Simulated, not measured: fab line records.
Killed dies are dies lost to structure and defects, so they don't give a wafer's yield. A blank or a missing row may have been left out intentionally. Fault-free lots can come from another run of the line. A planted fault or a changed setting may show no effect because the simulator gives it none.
A lot that was struck, set against a sound lot ; flow nand-harc ; 33 steps out of a route of 1302
Sound: these wafers, L736.1, L736.5, L736.6. Wafers struck: L746.1, L746.3, L746.4. The cause is given at the end.
At each step with rows: each side's tool, then ch and its chambers, then its first start. Under that, the readings that differ: sound wafers ; struck wafers ; difference of the means ; sigmas: that difference in standard deviations of wafers without a fault.
alike: same words and numbers on both sides, and readings whose means sit less than 2 such deviations apart. not compared: any withheld reading, any reading some wafer has no value for, any bound like >300 that may hide the same value, and any number with overlapping values for which the record gives no deviation.
A row with sigmas, a row that says differs or no value, or rows on one side alone: a step with any of these is where the two part. Numbers that have no deviation but don't overlap get no sigmas and don't part them. A reading missing from all wafers of one side parts the sides only when that side holds two or more wafers.

first, 1 step without rows for these wafers: NHARC_P_M0_DESCUM_14 (chemistry O2, time 3 s).
NHARC_P_M0_ETCH_34: etches the open film in N2/H2, target depth 40 nm, overetch 12 nm, time 43.94 s.
  sound on rie-diel-07 ch 1,2,3, day 10 16:23; struck on rie-diel-05 ch 0,3, day 14 08:53
reading;sound;struck;difference;sigmas
oes-product-au (a.u.);1.006 1.011 1.006;0.992 0.990 0.983;-0.019;-2
  alike: bias-w, drypump-motor-current-A, mfc-ar-sccm, rf-vpp-V, showerhead-plenum-p-Torr, throttle-valve-pct
  not compared: rf-hours-counter-h
NHARC_P_M0_ETCH_15: etches the open film in C4F8/Ar, target depth 150 nm, overetch 15 nm, time 82.5 s.
  sound: rie-diel-07 ch 0,3; struck: rie-diel-05 ch 2,3
  alike: bias-w, oes-product-au, rf-vpp-V
  not compared: rf-hours-counter-h
NHARC_P_M0_CD_MEAS_16:
  sound: cd-sem-03 at day 10 16:35; struck: cd-sem-01 at day 14 09:07
  alike: cd-nm
then, 2 steps without rows for these wafers: NHARC_P_M0_STRIP_18 (strips in N2/H2); NHARC_P_M0_STRIP_19 (strips in post etch residue remover, time 600 s).
NHARC_P_M0_DEGAS_28: time 60 s.
  sound: pvd-sputter-02 at day 10 17:13; struck: pvd-sputter-01 at day 14 09:45
  alike: heater-power-w
then, 4 steps without rows for these wafers: NHARC_P_M0_PRE_CLEAN_29 (time 30 s); NHARC_P_M0_PVD_20 (deposits TaN, target thk 5 nm, time 8.06 s); NHARC_P_M0_PVD_21 (deposits Cu, target thk 30 nm, time 20.49 s); NHARC_P_M0_ECD_22 (material Cu, target thk 400 nm).
NHARC_P_M0_ANNEAL_30: time 90 s.
  sound on rtp-anneal-01 ch 0, day 10 17:56; struck on rtp-anneal-02 ch 0, day 14 10:29
reading;sound;struck;difference;sigmas
wafer_temp_C_max;226.3 226.4 226.2;227.6 226.7 227.0;+0.8;+2
  alike: anneal-temp-c-max
NHARC_P_M0_CMP_23: polishes, t overpolish 20 s, target thk 117.54 nm.
  sound on cmp-04 ch 0,1, day 10 18:19; struck on cmp-02 ch 0,1,3, day 14 10:50
  alike: motor-current-A, slurry-flow-ml-min, time-to-endpoint-s
NHARC_P_M0_THK_MEAS_24: measures by xrf.
  sound: film-metro-01 at day 10 18:36; struck: film-metro-01 at day 14 11:08
  alike: thk-nm
next, for these wafers, 1 step has no rows: NHARC_P_M0_SRD_25.
NHARC_P_M0_INSPECT_27:
  sound: defect-inspect-01 at day 10 18:45; struck: defect-inspect-02 at day 14 11:18
reading;sound;struck;difference;sigmas
raw-defect-count;198 425 261;1193 1204 923;+812;+8
then, 12 steps without rows for these wafers: NHARC_P_M0_PRE_CLEAN_31 (time 12 s); NHARC_P_M0_DEP_32 (deposits SiCN, target thk 30 nm); NHARC_P_M1_DEP_00 (deposits SiOC, target thk 182.5 nm); NHARC_P_M1_DEHYDRATE_01 (time 120 s); NHARC_P_M1_HMDS_02 (time 30 s); NHARC_P_M1_COAT_34 (time 65 s); NHARC_P_M1_COAT_03 (resist thk 90 nm); NHARC_P_M1_SOFTBAKE_04 (time 55 s); NHARC_P_M1_EBR_05; NHARC_P_M1_EXPOSE_06 (exposes mask P M1, target cd 130 nm); NHARC_P_M1_PEB_07 (peb time 65 s); NHARC_P_M1_DEVELOP_08 (develop time 35 s).
NHARC_P_M1_CD_MEAS_09: target cd 130 nm.
  sound on cd-sem-02 ch 0, day 10 20:10; struck on cd-sem-01 ch 0, day 14 12:34
  alike: cd-nm
NHARC_P_M1_OVL_MEAS_10: pitch 260 nm.
  sound: overlay-01 at day 10 20:16; struck: overlay-01 at day 14 12:40
  alike: overlay-x-nm, overlay-y-nm
NHARC_P_M1_INSPECT_11:
  sound: defect-inspect-02 at day 10 20:18; struck: defect-inspect-02 at day 14 12:42
reading;sound;struck;difference;sigmas
raw-defect-count;6 5 6;689 780 693;+715;+99 or more
NHARC_P_M1_DESCUM_14: chemistry O2, time 3 s.
  sound on rie-diel-08 ch 1,2,3, day 10 20:22; struck on rie-diel-12 ch 0,1,3, day 14 12:46
  alike: drypump-motor-current-A, mfc-ar-sccm, o2-flow-sccm, oes-product-au, rf-vpp-V, showerhead-plenum-p-Torr, throttle-valve-pct
  not compared: rf-hours-counter-h
-- break in the record here, with 18 days between the starts of the struck wafers on either side (left off in module P_M1, picked up again in module END, where the first step shown is number 1302 on the route) --
NHARC_END_SORT_01:
  sound on prober-02 ch 0, day 29 05:25; struck on prober-02 ch 0, day 32 23:13
reading;sound;struck;difference;sigmas
defect-limited-yield (%);90 91 91;34 31 32;-58;-18
killed-at-periphery;7 5 1;392 420 400;+400;+99 or more
killed-dies;65 58 58;448 469 461;+399;+19
  alike: killed-at-array, killed-at-other, killed-open, killed-short

WHERE THEY PART
First at NHARC_P_M0_ETCH_34; last, within this record, at NHARC_END_SORT_01.

WHY: what had been put in by the simulator
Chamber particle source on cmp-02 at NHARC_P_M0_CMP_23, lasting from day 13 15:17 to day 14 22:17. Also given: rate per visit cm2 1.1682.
